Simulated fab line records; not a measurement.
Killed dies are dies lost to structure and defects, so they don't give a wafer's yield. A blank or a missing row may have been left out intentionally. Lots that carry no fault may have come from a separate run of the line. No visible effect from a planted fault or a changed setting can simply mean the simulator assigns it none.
fab line records -- flow n5-finfet
record: lots: 9, wafers: 27, last-day: 17
route steps=1938 shown MOL_CONTACT_COAG@538 BEOL_M4@1111 PASSIVATION@1936
lots untouched by any fault: they come from a run of this same line in which no faults occurred
start-h: the number of hours between the record's first day and the start of the first shown wafer of the lot -- wait-h: how many hours have passed since the lot's step before this one -- " the same as in the row above -- L1.1+2: a row that stands for several wafers -- - no value, or no start was given -- * or withheld: withheld -- < > ~ a bound
route shown NAME@n: names a module that has steps shown in the file, with the first one's number in the route -- usual: mean and standard deviation over wafers with no fault -- same: alike in all rows -- chamber/n: place in a boat -- sites: readings site by site -- _std_site: standard deviation across them -- _edge_site: the outer-site mean with the inner-site mean subtracted -- radius-mm: for every site, how far away it sits from the centre of the wafer -- mask NAME#n: copy n -- behind: the last tool/chamber to shape the wafer -- hold: reason for holding the lot/hours on hold/outcome of the hold -- device: whichever transistor did not switch (one of n, p or np) -- end of line: the route-end tests of the same wafers -- where a step has no rows: the recipe by itself -- killed: at the first sort, the dies lost to defects and structure; wafer yield is something else -- map: dies across one wafer; x = killed, . = not, _ = none there
set.NAME: the setting that was run; set.NAME@STEP: the one run at that earlier step -- model.NAME: the simulator's own value behind a step, which no gauge read
steps of the route over a sample of lots; a table a step, a row a wafer
services: the hour from which a tool's chamber was out of use, counted from the record's first day as start-h (under 0 if before that day), plus the number of hours and why
== steps ==
step: N5_MOL_CONTACT_COAG_ETCH_110
recipe: chemistry: CF4/O2, target: Si, target-depth-a: 25, time-s: 8, pressure-mtorr: 100, source-w: 200, bias-w: 12, ion-energy-ev: 60, Ar_flow_sccm: 100, cf4-flow-sccm: 100, O2_flow_sccm: 10
usual: drypump-motor-current-A: 5.7/0.42, oes_f_703_au: 0.79/0.091, oes-product-au: 0.80/0.096, rf-vpp-V: 128.0/2.3, showerhead-plenum-p-Torr: 2.21/0.07, throttle-valve-pct: 10.76/0.29
lot.wafer,tool,chamber,start-h,wait-h,drypump-motor-current-A,oes_f_703_au,oes-product-au,rf-hours-counter-h,rf-vpp-V,showerhead-plenum-p-Torr,throttle-valve-pct
L938.1,rie-diel-01,3,100.27,0.0,5.4,0.73,0.74,167,126.7,2.20,10.73
L938.2,rie-diel-01,2,100.27,0.0,5.8,0.73,0.71,176,124.9,2.22,10.91
L938.6,rie-diel-01,3,100.27,0.0,5.5,0.73,0.74,-,127.1,2.20,10.72
L939.4,rie-diel-01,3,103.07,0.0,5.5,0.73,0.74,-,128.1,2.20,10.70
L939.5,rie-diel-01,0,103.07,0.0,5.5,0.72,0.75,-,129.5,2.32,10.78
L939.6,rie-diel-01,2,103.07,0.0,5.8,0.73,0.72,-,124.8,2.22,10.89
L943.2,rie-diel-01,3,127.40,0.0,5.5,0.72,0.74,177,128.6,2.20,10.75
L943.5,rie-diel-01,2,127.40,0.0,5.8,0.72,0.70,-,125.9,2.21,10.91
L943.6,rie-diel-01,1,127.40,0.0,5.3,0.74,0.72,-,127.7,2.13,11.26
L945.1,rie-diel-06,3,140.30,0.0,5.5,0.94,0.95,5,125.7,2.19,10.65
L945.3,rie-diel-06,0,140.30,0.0,6.5,0.75,0.78,116,131.1,2.16,10.74
L945.4,rie-diel-06,2,140.30,0.0,5.3,0.68,0.68,-,130.5,2.27,11.02
L946.3,rie-diel-03,1,146.70,0.0,5.7,0.72,0.69,237,126.4,2.29,11.23
L946.5,rie-diel-03,1,146.70,0.0,5.7,0.72,0.70,-,126.9,2.29,11.23
L946.6,rie-diel-03,0,146.70,0.0,5.4,0.71,0.72,-,130.3,2.14,10.86
L949.1,rie-diel-06,1,169.44,0.0,5.5,0.94,0.95,7,123.9,2.17,10.16
L949.5,rie-diel-06,1,169.44,0.0,5.5,0.95,0.95,-,124.6,2.17,10.16
L949.6,rie-diel-06,3,169.44,0.0,5.5,0.91,0.93,-,127.7,2.19,10.69
L956.1,rie-diel-03,2,204.42,0.0,5.7,0.87,0.91,21,129.9,2.36,10.62
L956.2,rie-diel-03,0,204.42,0.0,5.3,0.70,0.72,191,128.6,2.13,10.91
L956.4,rie-diel-03,0,204.42,0.0,5.4,0.70,0.72,-,129.4,2.13,10.91
L957.1,rie-diel-06,1,210.39,0.0,5.5,0.90,0.91,23,123.2,2.16,10.21
L957.5,rie-diel-06,3,210.39,0.0,5.5,0.87,0.89,-,126.9,2.18,10.75
L957.6,rie-diel-06,2,210.39,0.0,5.4,0.91,0.95,-,129.8,2.26,10.33
L958.3,rie-diel-03,2,214.61,0.0,5.7,0.86,0.89,26,131.1,2.36,10.62
L958.5,rie-diel-03,0,214.61,0.0,5.4,0.70,0.72,-,127.7,2.13,10.95
L958.6,rie-diel-03,3,214.61,0.0,6.6,0.80,0.80,-,129.8,2.32,10.54
step: N5_MOL_CONTACT_COAG_SPUTTER_143
recipe: material: Co, target-thk-a: 25, temp-c: 25, chamber-pressure-pa: 0.2
usual: substrate-temp-c: 25.00/0.11, throttle-valve-pct: 29.9/0.77
lot.wafer,tool,chamber,start-h,wait-h,substrate-temp-c,throttle-valve-pct
L938.1,pvd-sputter-01,-,103.50,0.1,24.85,29.1
L938.2,pvd-sputter-01,-,103.50,0.1,24.98,31.0
L938.6,pvd-sputter-01,-,103.50,0.1,25.15,31.0
L939.4,pvd-sputter-02,-,106.95,0.0,25.01,29.6
L939.5,pvd-sputter-02,-,106.95,0.0,24.97,29.8
L939.6,pvd-sputter-02,-,106.95,0.0,25.01,29.5
L943.2,pvd-sputter-03,-,130.14,0.0,24.99,28.9
L943.5,pvd-sputter-03,-,130.14,0.0,25.10,29.2
L943.6,pvd-sputter-03,-,130.14,0.0,25.03,28.1
L945.1,pvd-sputter-02,-,143.06,0.0,24.93,30.5
L945.3,pvd-sputter-02,-,143.06,0.0,25.13,30.1
L945.4,pvd-sputter-02,-,143.06,0.0,25.05,29.7
L946.3,pvd-sputter-02,-,150.00,0.0,25.11,30.5
L946.5,pvd-sputter-02,-,150.00,0.0,24.91,29.9
L946.6,pvd-sputter-02,-,150.00,0.0,24.96,29.8
L949.1,pvd-sputter-02,-,173.02,0.0,25.05,29.8
L949.5,pvd-sputter-02,-,173.02,0.0,25.04,30.2
L949.6,pvd-sputter-02,-,173.02,0.0,25.11,30.1
L956.1,pvd-sputter-03,-,207.72,0.0,25.08,29.4
L956.2,pvd-sputter-03,-,207.72,0.0,24.96,28.0
L956.4,pvd-sputter-03,-,207.72,0.0,25.12,31.3
L957.1,pvd-sputter-03,-,214.16,0.0,24.88,29.8
L957.5,pvd-sputter-03,-,214.16,0.0,25.02,28.8
L957.6,pvd-sputter-03,-,214.16,0.0,24.98,31.1
L958.3,pvd-sputter-01,-,217.34,0.0,25.05,30.8
L958.5,pvd-sputter-01,-,217.34,0.0,25.03,31.2
L958.6,pvd-sputter-01,-,217.34,0.0,25.04,30.7
step: N5_MOL_CONTACT_COAG_CMP_23
recipe: stop-on: SiO2, t-overpolish-s: 1.5, post-cmp-clean: cu-alkaline, down-force-psi: 2, platen-rpm: 50.289, pad-velocity-m-s: 1.0006, target-thk-nm: 0
usual: edge-zone-pressure-frac: 1.000/0.0052, motor-current-A: 8.1/1.1, overpolish-run-s: 1.500/0.0082, time-to-endpoint-s: 8.8/2.5
lot.wafer,tool,chamber,start-h,wait-h,edge-zone-pressure-frac,motor-current-A,overpolish-run-s,time-to-endpoint-s
L938.2,cmp-02,0,107.48,0.0,1.005,8.4,1.494,7.8
L938.1,cmp-02,3,107.48,0.0,0.996,7.8,1.500,5.5
L938.6,cmp-02,1,107.48,0.0,1.005,10.8,1.509,6.0
L939.4,cmp-01,3,110.85,0.1,1.002,8.5,1.506,12.1
L939.6,cmp-01,3,110.85,0.1,1.008,8.7,1.509,10.7
L939.5,cmp-01,0,110.85,0.1,0.994,7.5,1.505,10.4
L943.2,cmp-02,0,135.22,0.0,0.998,8.7,1.505,5.4
L943.5,cmp-02,0,135.22,0.0,0.994,8.7,1.500,4.0
L943.6,cmp-02,1,135.22,0.0,1.006,9.6,1.487,4.7
L945.4,cmp-02,2,146.54,0.1,0.988,7.8,1.519,9.5
L945.1,cmp-02,3,146.54,0.1,1.003,7.2,1.496,5.6
L945.3,cmp-02,0,146.54,0.1,1.011,8.8,1.484,6.0
L946.3,cmp-01,3,153.80,0.1,0.995,8.5,1.502,11.5
L946.5,cmp-01,1,153.80,0.1,0.997,6.6,1.490,9.1
L946.6,cmp-01,2,153.80,0.1,1.000,8.4,1.498,10.7
L949.1,cmp-01,2,175.86,0.2,1.001,9.0,1.508,8.8
L949.5,cmp-01,3,175.86,0.2,1.006,7.8,1.504,8.0
L949.6,cmp-01,0,175.86,0.2,1.005,7.5,1.504,8.2
L956.1,cmp-01,2,211.38,0.2,1.003,8.9,1.499,9.7
L956.2,cmp-01,3,211.38,0.2,1.008,8.7,1.507,10.7
L956.4,cmp-01,0,211.38,0.2,1.003,7.5,1.485,7.9
L957.1,cmp-02,3,216.88,0.0,1.003,7.2,1.516,6.2
L957.5,cmp-02,3,216.88,0.0,1.008,7.3,1.511,6.9
L957.6,cmp-02,0,216.88,0.0,1.002,8.9,1.492,6.5
L958.3,cmp-02,1,220.52,0.1,0.997,10.9,1.496,11.9
L958.6,cmp-02,3,220.52,0.1,1.003,7.0,1.501,7.9
L958.5,cmp-02,0,220.52,0.1,0.997,8.5,1.502,5.8
step: N5_MOL_CONTACT_COAG_COAT_77
recipe: resist: underlayer, temp-c: 205, time-s: 60, spin-rpm: 1500, resist-thk-nm: 10
usual: spin-speed-rpm: 1500.0/1
lot.wafer,tool,chamber,start-h,wait-h,spin-speed-rpm
L938.1,litho-track-02,0,111.54,-,1499.2
L938.2,litho-track-02,0,111.54,-,1499.3
L938.6,litho-track-02,0,111.54,-,1498.8
L939.4,litho-track-02,0,114.72,-,1500.5
L939.5,litho-track-02,0,114.72,-,1500.8
L939.6,litho-track-02,0,114.72,-,1499.9
L943.2,litho-track-02,0,138.87,-,1498.9
L943.5,litho-track-02,0,138.87,-,1501.9
L943.6,litho-track-02,0,138.87,-,1503.1
L945.1,litho-track-02,0,149.79,-,1389.5
L945.3,litho-track-02,0,149.79,-,1389.3
L945.4,litho-track-02,0,149.79,-,1388.7
L946.3,litho-track-02,0,157.02,-,1389.5
L946.5,litho-track-02,0,157.02,-,1388.2
L946.6,litho-track-02,0,157.02,-,1389.0
L949.1,litho-track-03,0,179.47,-,1499.0
L949.5,litho-track-03,0,179.47,-,1500.2
L949.6,litho-track-03,0,179.47,-,1499.1
L956.1,litho-track-03,0,214.67,-,1502.4
L956.2,litho-track-03,0,214.67,-,1499.8
L956.4,litho-track-03,0,214.67,-,1501.1
L957.1,litho-track-05,0,220.17,-,1499.4
L957.5,litho-track-05,0,220.17,-,1498.7
L957.6,litho-track-05,0,220.17,-,1498.7
L958.3,litho-track-03,0,223.73,-,1500.1
L958.5,litho-track-03,0,223.73,-,1502.2
L958.6,litho-track-03,0,223.73,-,1499.8
step: N5_BEOL_M4_RC_MEAS_101
usual: DIBL_N: 36.4/1.6, DIBL_P: 36.2/1.8, IOFF_N: 0.159/0.029, IOFF_P: 0.21/0.034, ION_N: 670/12, ION_P: 459/8.2, SS_N: 71.5/0.59, SS_P: 73.2/0.54, VT_N: 250/3.3, VT_P: -250/3.7
lot.wafer,tool,chamber,start-h,wait-h,DIBL_N[mV/V],DIBL_P[mV/V],IOFF_N[nA/um],IOFF_P[nA/um],ION_N[uA/um],ION_P[uA/um],SS_N[mV/dec],SS_P[mV/dec],VT_N[mV],VT_P[mV]
L938.1,prober-02,0,185.72,0.0,34.2,33.1,0.127,0.17,658,450,71.2,73.0,253,-252
L938.2,prober-02,0,185.72,0.0,34.8,34.2,0.133,0.19,660,454,70.8,73.5,252,-252
L938.6,prober-02,0,185.72,0.0,36.8,35.6,0.163,0.21,668,462,72.0,72.5,252,-250
L939.4,prober-02,0,204.10,0.5,34.8,33.3,0.133,0.20,674,465,70.2,73.3,252,-249
L939.5,prober-02,0,204.10,0.5,37.0,35.7,0.170,0.24,685,464,71.5,72.6,248,-247
L939.6,prober-02,0,204.10,0.5,36.3,34.5,0.144,0.22,658,459,71.6,73.3,252,-247
L943.2,prober-01,0,216.72,0.2,35.7,36.0,0.152,0.24,668,469,71.6,73.0,248,-247
L943.5,prober-01,0,216.72,0.2,37.6,38.7,0.200,0.28,680,470,71.9,73.7,246,-248
L943.6,prober-01,0,216.72,0.2,37.2,38.2,0.187,0.27,688,472,72.0,74.3,244,-246
L946.3,prober-01,0,225.27,0.3,38.3,37.5,0.176,0.27,669,462,71.5,74.3,248,-245
L946.5,prober-01,0,225.27,0.3,38.0,36.8,0.173,0.24,692,473,71.6,73.7,247,-248
L946.6,prober-01,0,225.27,0.3,38.2,37.1,0.184,0.26,678,468,71.8,74.1,247,-243
L945.1,prober-01,0,256.60,0.0,35.4,35.6,0.146,0.17,671,458,71.8,72.9,250,-255
L945.3,prober-01,0,256.60,0.0,34.2,34.4,0.130,0.15,657,442,72.3,72.1,255,-256
L945.4,prober-01,0,256.60,0.0,36.1,38.2,0.167,0.20,672,455,72.0,73.4,249,-251
L949.1,prober-01,0,272.43,0.0,36.2,35.0,0.141,0.21,664,462,71.5,73.0,252,-249
L949.5,prober-01,0,272.43,0.0,36.7,34.4,0.149,0.19,656,459,71.7,72.9,253,-251
L949.6,prober-01,0,272.43,0.0,35.9,33.1,0.131,0.19,669,460,70.6,72.8,250,-251
L956.1,prober-02,0,293.77,0.0,39.8,38.1,0.211,0.25,673,456,72.7,74.5,243,-251
L956.2,prober-02,0,293.77,0.0,34.7,34.4,0.128,0.20,667,459,70.1,72.9,251,-249
L956.4,prober-02,0,293.77,0.0,37.9,36.6,0.181,0.24,677,458,72.7,73.4,246,-248
L957.1,prober-02,0,304.09,0.0,39.1,37.3,0.199,0.22,683,460,71.9,73.5,247,-250
L957.5,prober-02,0,304.09,0.0,38.5,36.3,0.188,0.21,695,470,71.4,73.1,245,-250
L957.6,prober-02,0,304.09,0.0,39.0,38.0,0.196,0.25,679,462,71.4,73.4,245,-246
L958.3,prober-02,0,311.25,0.3,35.5,34.9,0.113,0.14,649,443,71.2,72.3,257,-262
L958.5,prober-02,0,311.25,0.3,38.6,39.7,0.190,0.20,673,453,72.2,73.7,250,-253
L958.6,prober-02,0,311.25,0.3,36.9,37.1,0.152,0.16,675,455,71.9,72.9,251,-258
step: N5_PASSIVATION_PROBE_49
usual: defect-limited-yield: 91.1/1.5, killed_at_M0_to_M3: 33/9.9, killed_at_M4_up: 14/5.2, killed-at-contacts: 12/6.7, killed-at-front-end: 43/13, killed-at-other: 3.4/2.7, killed-dies: 105/17, killed-open: 69/13, killed-short: 33/7.5, sort_bin_5_function: 5.2/0.91, sort_bin_6_memory: 3.3/0.71, sort-n-pass: 1075/17, sort-yield-pct: 91.1/1.5
same: gross-dies: 1180, killed-at-back-side: 0, sort_bin_4_leakage[%]: 0, sort_bin_8_speed[%]: 0
lot.wafer,tool,chamber,start-h,wait-h,defect-limited-yield[%],killed_at_M0_to_M3,killed_at_M4_up,killed-at-contacts,killed-at-front-end,killed-at-other,killed-dies,killed-open,killed-short,sort_bin_5_function[%],sort_bin_6_memory[%],sort-n-pass,sort-yield-pct[%]
L946.5,prober-02,-,328.27,0.2,91.9,34,16,6,27,12,95,52,43,4.5,3.0,1085,91.9
killed by level:class
L946.5 BEOL_M0_SAQP:geometric-particle:short=17 BEOL_M3:geometric-particle:open=7 PAD_METAL:geometric-particle:open=7 BEOL_M0_SAQP:geometric-particle:open=5 BEOL_M4:geometric-particle:open=5 GATE_CUT:geometric-particle:short=4 MOL_CONTACT_COAG:geometric-particle:open=4 FIN_SAQP:geometric-particle:short=3
== services ==
tool,chamber,start-h,hours,kind
cmp-01,-,82.93,0.8,repair
rie-diel-01,1,95.89,7.1,repair
rie-diel-06,3,104.22,-,clean
rie-diel-06,3,104.22,-,consumable-replace:focus-ring
rie-diel-06,3,104.22,26.0,scheduled-down
rie-diel-06,3,104.22,26.0,vent-cycle
rie-diel-06,-,127.09,0.4,repair
rie-diel-03,2,127.13,-,clean
rie-diel-03,2,127.13,-,consumable-replace:focus-ring
rie-diel-03,2,127.13,-,consumable-replace:showerhead
rie-diel-03,2,127.13,11.0,scheduled-down
rie-diel-03,2,127.13,11.0,vent-cycle
pvd-sputter-03,-,128.00,1.9,repair
rie-diel-06,1,130.24,-,clean
rie-diel-06,1,130.24,-,consumable-replace:focus-ring
rie-diel-06,1,130.24,18.3,scheduled-down
rie-diel-06,1,130.24,18.3,vent-cycle
rie-diel-03,2,177.94,5.5,repair
rie-diel-06,0,200.50,16.6,repair
rie-diel-03,-,205.84,0.2,repair
cmp-02,-,212.68,4.0,pm
cmp-02,-,216.68,-,consumable-replace:conditioner
cmp-02,-,216.68,-,consumable-replace:pad
rie-diel-03,2,220.89,7.3,repair
== key ==
first-sign: step: N5_MOL_CONTACT_COAG_COAT_77, reading: spin-speed-rpm, direction: down, sigmas: 99+, usual: *, struck: *
effect none on later readings
met-at N5_MOL_CONTACT_COAG_COAT_77
struck-lots L945,L946
not-acting-at N5_MOL_CONTACT_COAG_ETCH_110,N5_MOL_CONTACT_COAG_SPUTTER_143,N5_MOL_CONTACT_COAG_CMP_23
onset-between 138.87 149.79
fault: kind: process-parameter-drift, tool: litho-track-02, chamber: -, onset-h: 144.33, steps: N5_MOL_CONTACT_COAG_COAT_77, channel: spin-rpm, offset: *, shape: step, end-h: 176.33, acts-in: *, stated: *
